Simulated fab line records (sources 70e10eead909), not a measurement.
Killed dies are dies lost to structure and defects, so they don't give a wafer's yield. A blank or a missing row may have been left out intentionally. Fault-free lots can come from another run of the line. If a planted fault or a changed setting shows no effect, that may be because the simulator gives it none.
Matching of chambers + flow nand harc + 4 sister chambers for NHARC_A_BONDPAD_STRIP_15 on rie diel-06
The step strips in O2. 4 wafers are shown with their chamber, then 8 later ones without.

EACH WAFER AND ITS CHAMBER
| wafer  | chamber | showerhead plenum p Torr (Torr) |
|--------|---------|---------------------------------|
| L083.5 | 0       | 3.57                            |
| L087.2 | 3       | 3.58                            |
| L087.3 | 2       | 3.77                            |
| L087.4 | 1       | 3.62                            |

WAFERS WITHOUT THEIR CHAMBER
| wafer  | showerhead plenum p Torr (Torr) |
|--------|---------------------------------|
| L087.5 | 3.77                            |
| L087.6 | 3.58                            |
| L089.1 | 3.58                            |
| L089.2 | 3.62                            |
| L089.3 | 3.56                            |
| L089.4 | 3.57                            |
| L089.5 | 3.62                            |
| L089.6 | 3.58                            |

THE CHAMBER EACH PASSED THROUGH
| wafer  | from the rows above | in truth |
|--------|---------------------|----------|
| L087.5 | 2                   | 2        |
| L087.6 | 3                   | 3        |
| L089.1 | 3                   | 3        |
| L089.2 | 1                   | 1        |
| L089.3 | 0                   | 0        |
| L089.4 | 0                   | 0        |
| L089.5 | 1                   | 1        |
| L089.6 | 3                   | 3        |
Correctly placed: 8 of 8. Not placeable from these rows: 0. Placed wrongly: 0.
How it was worked out, from the rows above alone: a wafer's distance from a chamber is the root of the sum, over the readings, of the square of ((its reading less the chamber's mean) divided by the reading's scatter). The wafer belongs to the nearest chamber; if the next one is less than 2 further off, it can't be placed. Each chamber's mean is taken over the wafers shown for it. The scatter (one wafer shown for each chamber): square how far every hidden wafer sits from the nearest shown wafer, average those squares and take the square root.
